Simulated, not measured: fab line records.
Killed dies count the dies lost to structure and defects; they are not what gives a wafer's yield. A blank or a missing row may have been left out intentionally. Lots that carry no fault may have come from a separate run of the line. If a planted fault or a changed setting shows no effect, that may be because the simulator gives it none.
Chamber matching + flow n5 finfet + N5_DUMMY_GATE_ETCH_29 on rie diel-02: 4 sister chambers
The step etches underlayer in N2/H2, target depth 13 nm. 18 wafers are shown with their chamber, then 9 later ones without.

== WAFERS, EACH WITH ITS CHAMBER ==
| wafer  | chamber | showerhead plenum p Torr (Torr) | throttle valve pct (%) | drypump motor current A (A) |
|--------|---------|---------------------------------|------------------------|-----------------------------|
| L741.1 | 2       | 2.52                            | 18.24                  | 5.6                         |
| L741.2 | 1       | 2.67                            | 18.27                  | 5.9                         |
| L741.6 | 0       | 2.54                            | 18.02                  | 6.0                         |
| L743.1 | 2       | 2.52                            | 18.24                  | 5.7                         |
| L743.2 | 1       | 2.67                            | 18.24                  | 5.9                         |
| L743.6 | 0       | 2.54                            | 18.01                  | 6.1                         |
| L742.2 | 0       | 2.54                            | 18.02                  | 6.0                         |
| L742.3 | 1       | 2.67                            | 18.25                  | 5.9                         |
| L742.4 | 1       | 2.67                            | 18.27                  | 5.9                         |
| L745.1 | 1       | 2.67                            | 18.29                  | 5.9                         |
| L745.2 | 0       | 2.53                            | 18.03                  | 6.1                         |
| L745.6 | 3       | 2.73                            | 17.76                  | 5.4                         |
| L747.2 | 0       | 2.53                            | 18.03                  | 6.0                         |
| L747.5 | 2       | 2.51                            | 18.27                  | 5.7                         |
| L747.6 | 1       | 2.67                            | 18.27                  | 5.8                         |
| L752.1 | 3       | 2.73                            | 17.79                  | 5.4                         |
| L752.3 | 0       | 2.53                            | 18.04                  | 6.0                         |
| L752.5 | 1       | 2.66                            | 18.28                  | 5.9                         |

SIGNATURES (means of the wafers above)
| reading                  | chamber 0 | chamber 1 | chamber 2 | chamber 3 | scatter within a chamber |
|--------------------------|-----------|-----------|-----------|-----------|--------------------------|
| showerhead plenum p Torr | 2.5350    | 2.6686    | 2.5167    | 2.7300    | 0.00465                  |
| throttle valve pct       | 18.0250   | 18.2671   | 18.2500   | 17.7750   | 0.0155                   |
| drypump motor current A  | 6.033     | 5.886     | 5.667     | 5.400     | 0.0452                   |
Rule: a wafer's distance from a chamber is the root of the sum, over the readings, of the square of ((its reading less the chamber's mean) divided by the reading's scatter). If the next closest chamber is less than 2 further off than the closest, the wafer can't be placed; otherwise it belongs to the closest. How the scatter is found: for the shown wafers, subtract from each reading the mean of its chamber, square and add these, divide the total by (wafers less chambers), then take the root.

== WAFERS WHOSE CHAMBER IS MISSING ==
| wafer  | showerhead plenum p Torr (Torr) | throttle valve pct (%) | drypump motor current A (A) |
|--------|---------------------------------|------------------------|-----------------------------|
| L753.2 | 2.66                            | 18.30                  | 5.8                         |
| L753.3 | 2.51                            | 18.30                  | 5.7                         |
| L753.6 | 2.53                            | 18.05                  | 6.0                         |
| L758.1 | 2.66                            | 18.31                  | 5.9                         |
| L758.4 | 2.53                            | 18.04                  | 6.0                         |
| L758.5 | 2.72                            | 17.81                  | 5.4                         |
| L760.1 | 2.72                            | 17.80                  | 5.4                         |
| L760.3 | 2.52                            | 18.07                  | 6.0                         |
| L760.4 | 2.66                            | 18.32                  | 5.8                         |

== THE CHAMBER EACH PASSED THROUGH ==
| wafer  | from the rows above | in truth |
|--------|---------------------|----------|
| L753.2 | 1                   | 1        |
| L753.3 | 2                   | 2        |
| L753.6 | 0                   | 0        |
| L758.1 | 1                   | 1        |
| L758.4 | 0                   | 0        |
| L758.5 | 3                   | 3        |
| L760.1 | 3                   | 3        |
| L760.3 | 0                   | 0        |
| L760.4 | 1                   | 1        |
9 of 9 placed correctly. From these rows, 0 cannot be placed. Wrongly placed: 0.
